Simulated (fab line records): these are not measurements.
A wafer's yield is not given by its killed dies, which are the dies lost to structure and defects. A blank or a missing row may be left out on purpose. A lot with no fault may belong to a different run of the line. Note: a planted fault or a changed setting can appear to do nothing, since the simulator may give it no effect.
Split-lot study ; flow n5_finfet ; 39 wafers read across 7 lots, on a route 1938 steps long

== ON THE SPLIT ==
At N5_MOL_CONTACT_COAG_VIA_ETCH_46 (etches SiO2 in C4F6/O2, target depth 46 nm, overetch 9.2 nm, time 40 s), the setting bias_w was moved away from the recipe's 455 W on 9 of the 39 wafers read, by -16.2% to +6.2%. This setting was run at the recipe's value on the other wafers.

Reading taken at the split's own step.

== THE READING ==
rf_vpp_V, in V, at N5_MOL_CONTACT_COAG_VIA_ETCH_46 (etches SiO2 in C4F6/O2, target depth 46 nm, overetch 9.2 nm, time 40 s). A value of 1589 V with a standard deviation of 35 V is what fault-free wafers of this fab line usually give.

wafer;tool, chamber at the split;bias_w as run, W;against the recipe;rf_vpp_V, V;against lot-mates on the recipe
L075.1;rie_diel-05, 3;455;recipe;1597;-
L075.2;rie_diel-05, 2;455;recipe;1619;-
L075.3;rie_diel-05, 0;483;+6.2%;1610;+29
L075.4;rie_diel-05, 1;455;recipe;1527;-
L075.5;rie_diel-05, 3;483;+6.2%;1669;+88
L075.6;rie_diel-05, 0;483;+6.2%;1613;+32
L074.1;rie_diel-01, 0;455;recipe;1611;-
L074.2;rie_diel-01, 3;455;recipe;1623;-
L074.3;rie_diel-01, 2;381.5;-16.2%;1405;-214
L074.4;rie_diel-01, 1;381.5;-16.2%;1403;-216
L074.5;rie_diel-01, 3;455;recipe;1624;-
L074.6;rie_diel-01, 2;381.5;-16.2%;1404;-215
L081.3;rie_diel-01, 1;455;recipe;1601;-
L081.5;rie_diel-01, 1;455;recipe;1603;-
L081.6;rie_diel-01, 0;455;recipe;1612;-
L085.1;rie_diel-01, 3;455;recipe;1624;-
L085.2;rie_diel-01, 1;455;recipe;1600;-
L085.3;rie_diel-01, 0;455;recipe;1609;-
L085.4;rie_diel-01, 2;455;recipe;1605;-
L085.5;rie_diel-01, 3;455;recipe;1624;-
L085.6;rie_diel-01, 2;455;recipe;1603;-
L086.1;rie_diel-03, 0;386.1;-15.1%;1403;-179
L086.2;rie_diel-03, 3;386.1;-15.1%;1353;-229
L086.3;rie_diel-03, 1;455;recipe;1587;-
L086.4;rie_diel-03, 2;455;recipe;1632;-
L086.5;rie_diel-03, 3;455;recipe;1528;-
L086.6;rie_diel-03, 0;386.1;-15.1%;1403;-179
L087.1;rie_diel-05, 0;455;recipe;1541;-
L087.2;rie_diel-05, 1;455;recipe;1525;-
L087.3;rie_diel-05, 2;455;recipe;1617;-
L087.4;rie_diel-05, 3;455;recipe;1594;-
L087.5;rie_diel-05, 3;455;recipe;1597;-
L087.6;rie_diel-05, 0;455;recipe;1541;-
L092.1;rie_diel-03, 3;455;recipe;1528;-
L092.2;rie_diel-03, 2;455;recipe;1632;-
L092.3;rie_diel-03, 1;455;recipe;1587;-
L092.4;rie_diel-03, 0;455;recipe;1587;-
L092.5;rie_diel-03, 0;455;recipe;1588;-
L092.6;rie_diel-03, 3;455;recipe;1528;-

THE FIT
A straight line over all 39 wafers: rf_vpp_V changes by +11.8 V for each +1% of bias_w; r = +0.90; the points scatter about the line by 35 V.
The same after taking each lot's own level away (the mean of its wafers on the recipe; 39 wafers): +12.6 V for each +1%; r = +0.94; scatter 30 V.
Per that fit: largest bias_w move, reading shift of 2e+02 V.
Across the lots, their own levels run from 1569.2 to 1619.3 V, a range of 1.4 times the standard deviation given above.
Consequently the slope shifts little with the lot-to-lot level, the two slopes agreeing.
Check: with one of the wafers moved furthest among these (-16.2%) left out of the fit, the line predicts -206 V for it against its lot-mates. Against them it came out at -214 V.
Tool readings at the split's step, against how far the setting was moved: rf_vpp_V r = +0.90.

== OTHER SPLITS ON THESE WAFERS ==
Note: prior to the reading, these wafers also went through further splits. Each is held against what the fit with the lots' levels taken away leaves over:
other split on the same wafers;wafers away from the commonest value;r with rf_vpp_V (lot level and that fit taken away)
N5_WELL_APT_EXPOSE_05 dose_mj;15;-0.14
N5_FIN_SAQP_ALD_61 temp_c;12;+0.17
N5_SD_EPI_P_ETCH_37 source_w;15;-0.22
N5_HKMG_FIN_ETCH_35 bias_w;12;-0.02
N5_MOL_CONTACT_COAG_ETCH_91 source_w;12;-0.12

== THE FILE'S OWN FIT ==
rf_vpp_V changes by +12.8 V for each +1% of bias_w, r = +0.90.
